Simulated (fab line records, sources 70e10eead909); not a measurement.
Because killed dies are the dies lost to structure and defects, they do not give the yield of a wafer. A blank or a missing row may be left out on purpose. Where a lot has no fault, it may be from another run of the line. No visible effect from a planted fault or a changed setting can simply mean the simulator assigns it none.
Chamber matching | flow nand-harc | 3 sister chambers for NHARC_A_BLC_CMP_25 on cmp-04
The step polishes, t overpolish 30 s, target thk 150 nm. 3 wafers are shown with their chamber, then 6 later ones without.

WAFERS PAIRED WITH THEIR CHAMBERS
wafer  | chamber | motor-current-A (A)
L579.5 | 0       | 11.3
L581.1 | 1       | 13.0
L581.2 | 2       | 9.5

WAFERS WITH NO CHAMBER GIVEN
wafer  | motor-current-A (A)
L587.2 | 13.3
L587.3 | 12.1
L587.6 | 13.2
L591.1 | 11.7
L591.2 | 9.7
L591.5 | 12.6

WHICH CHAMBER EACH WENT THROUGH
wafer  | from the rows above     | in truth
L587.2 | 1                       | 1
L587.3 | can't be placed: 0 or 1 | 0
L587.6 | 1                       | 1
L591.1 | 0                       | 0
L591.2 | 2                       | 2
L591.5 | 1                       | 1
5 of 6 placed correctly. Not placeable from these rows: 1 (in 1, the candidates include the true chamber). 0 placed wrongly.
How it was worked out, from the rows above alone: a wafer's distance from a chamber is the root of the sum, over the readings, of the square of ((its reading less the chamber's mean) divided by the reading's scatter). If the next closest chamber is less than 2 further off than the closest, the wafer can't be placed; otherwise it belongs to the closest. Each chamber's mean is taken over the wafers shown for it. The scatter (one wafer shown for each chamber): square how far every hidden wafer sits from the nearest shown wafer, average those squares and take the square root.
